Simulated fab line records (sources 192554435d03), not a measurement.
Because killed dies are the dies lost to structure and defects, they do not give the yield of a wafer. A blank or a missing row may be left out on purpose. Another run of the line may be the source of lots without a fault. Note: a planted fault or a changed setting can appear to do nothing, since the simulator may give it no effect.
A lot that was struck, set against a sound lot + flow n5-finfet + 17 steps out of a route of 1938
Sound: the wafers L659.2, L659.4, L659.5. Wafers L665.1, L665.3, L665.5 were the ones struck. Last of all comes the cause.
Per side, at each step with rows, come the tool, then ch with its chambers, and then its first start. Under that, the readings that differ: sound wafers + struck wafers + difference of the means + sigmas: that difference in standard deviations of wafers without a fault.
alike: same words and numbers on both sides, and readings whose means sit less than 2 such deviations apart. not compared: any withheld reading, any reading some wafer has no value for, any bound like >300 that may hide the same value, and any number with overlapping values for which the record gives no deviation.
Wherever a step has rows on one side only, a row that says differs or no value, or a row with sigmas, the two part there. Numbers that don't overlap but have no deviation are shown without sigmas and don't part them. A reading that every wafer of one side lacks parts them only if that side has two wafers or more.

first, 1 step without rows for these wafers: N5_SD_EPI_N_STRIP_36 (strips in N2/H2).
N5_SD_EPI_N_ETCHBACK_44: etches SiNx in CH3F/O2, stops on SiO2, target depth 14.5 nm.
  sound on rie-diel-05 ch 1,2, day 3 13:55; struck on rie-diel-05 ch 0,3, day 5 09:37
  alike: drypump-motor-current-A, oes-product-au, rf-vpp-V, showerhead-plenum-p-Torr, throttle-valve-pct
  not compared: rf-hours-counter-h
then, 1 step without rows for these wafers: N5_SD_EPI_N_ETCH_45 (etches SiOCN in CH3F/O2, target depth 6 nm).
N5_SD_EPI_N_ETCH_16: etches SiO2 in CHF3/O2, target depth 5 nm.
  sound on rie-diel-05 ch 1,2, day 3 14:07; struck on rie-diel-05 ch 0,3, day 5 09:49
  alike: drypump-motor-current-A, oes-product-au, rf-vpp-V, showerhead-plenum-p-Torr, throttle-valve-pct
  not compared: rf-hours-counter-h
then, 1 step without rows for these wafers: N5_SD_EPI_N_STRIP_47 (strips in CHF3/O2).
N5_SD_EPI_N_SD_RECESS_17: chemistry HBr/Cl2/O2, target depth 41 nm, time 23.7 s, bt time 3 s.
  sound on rie-si-02 ch 0,1,3, day 3 14:12; struck on rie-si-03 ch 1,2, day 5 09:53
  alike: drypump-motor-current-A, oes-product-au, throttle-valve-pct
  not compared: rf-hours-counter-h
N5_SD_EPI_N_STRIP_38: strips in N2/H2.
  sound on plasma-asher-02 ch 0,1, day 3 14:18; struck on plasma-asher-01 ch 0, day 5 09:59
  alike: drypump-motor-current-A, h2-flow-sccm, heater-power-w, oes-product-au
  not compared: rf-hours-counter-h
then, 4 steps without rows for these wafers: N5_SD_EPI_N_WET_ETCH_43 (etches SiO2 in dHF, time 14 s, target depth 1.5 nm); N5_SD_EPI_N_STRIP_18 (strips in SPM, time 750 s); N5_SD_EPI_N_SRD_20 (time 30 s); N5_SD_EPI_N_PRECLEAN_48 (cleans in NF3:NH3, afs cycles 2, time 20 s, sublimation time 60 s).
N5_SD_EPI_N_VAPOR_ETCH_50: etches Si in HCl, time 54 s.
  sound on epi-rpcvd-03 ch 0, day 3 15:17; struck on epi-rpcvd-03 ch 0, day 5 10:41
  alike: throttle-valve-pct
N5_SD_EPI_N_EPI_21: deposits Si:P, time 690 s.
  sound on epi-rpcvd-03 ch 0, day 3 15:43; struck on epi-rpcvd-03 ch 0, day 5 10:52
N5_SD_EPI_N_EPI_MEAS_23:
  sound: film-metro-02 at day 3 17:08; struck: film-metro-02 at day 5 12:35
| reading     | sound          | struck         | difference | sigmas |
|-------------|----------------|----------------|------------|--------|
| thk-nm (nm) | 61.5 59.2 59.6 | 53.9 53.7 54.5 | -6.1       | -5     |
then, 1 step without rows for these wafers: N5_SD_EPI_N_PRECLEAN_24 (cleans in O3/DIW, time 60 s).
-- here the record skips 5 days between the struck wafers' starts before and after, leaving off in module SD_EPI_N and picking up in module BEOL_M4 (first step shown: number 1111 of the route) --
N5_BEOL_M4_RC_MEAS_101:
  sound on prober-01 ch 0, day 9 06:07; struck on prober-01 ch 0, day 10 09:54
  alike: DIBL_N, DIBL_P, IOFF_N, IOFF_P, ION_N, ION_P, SS_N, SS_P, VT_N, VT_P
N5_PASSIVATION_PROBE_49:
  sound wafers here have rows in the record (prober-01, day 13 20:13); struck ones have none

== WHERE THEY PART ==
Earliest at N5_SD_EPI_N_EPI_MEAS_23; latest, in this record, at N5_PASSIVATION_PROBE_49.

WHY: what the simulator had put in
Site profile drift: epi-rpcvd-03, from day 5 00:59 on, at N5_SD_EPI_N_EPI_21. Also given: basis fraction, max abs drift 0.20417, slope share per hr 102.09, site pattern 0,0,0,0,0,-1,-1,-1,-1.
